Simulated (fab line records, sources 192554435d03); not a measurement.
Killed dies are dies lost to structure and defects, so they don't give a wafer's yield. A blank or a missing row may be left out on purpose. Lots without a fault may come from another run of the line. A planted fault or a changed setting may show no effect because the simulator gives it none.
Chamber matching | flow n5_finfet | N5_FIN_CUT_CUT_ETCH_28 on rie_si-02: 4 sister chambers
The step etches Si in HBr/Cl2/O2, target depth 6 nm, time 2.4 s. 4 wafers are shown with their chamber, then 11 later ones without.

WAFERS WITH THEIR CHAMBER
wafer  | chamber | drypump_motor_current_A (A)
L087.1 | 3       | 6.6
L087.5 | 2       | 6.0
L087.6 | 1       | 5.2
L092.3 | 0       | 6.3

WAFERS WITHOUT THEIR CHAMBER
wafer  | drypump_motor_current_A (A)
L092.5 | 6.2
L092.6 | 6.6
L093.4 | 6.2
L093.5 | 6.6
L093.6 | 6.0
L094.2 | 6.0
L094.4 | 6.6
L094.5 | 5.2
L096.1 | 6.0
L096.2 | 5.2
L096.4 | 6.3

WHICH CHAMBER EACH WENT THROUGH
wafer  | from the rows above | in truth
L092.5 | 0                   | 0
L092.6 | 3                   | 3
L093.4 | 0                   | 0
L093.5 | 3                   | 3
L093.6 | 2                   | 2
L094.2 | 2                   | 2
L094.4 | 3                   | 3
L094.5 | 1                   | 1
L096.1 | 2                   | 2
L096.2 | 1                   | 1
L096.4 | 0                   | 0
Placed correctly: 11 of 11. Can't be placed from these rows: 0. Placed wrongly: 0.
How it was worked out, from the rows above alone: a wafer's distance from a chamber is the root of the sum, over the readings, of the square of ((its reading less the chamber's mean) divided by the reading's scatter). The wafer belongs to the nearest chamber; if the next one is less than 2 further off, it can't be placed. A chamber's mean is the mean of its shown wafers. The scatter: with one shown wafer a chamber, the root of the mean of the squares of how far each hidden wafer lies from its nearest shown one.
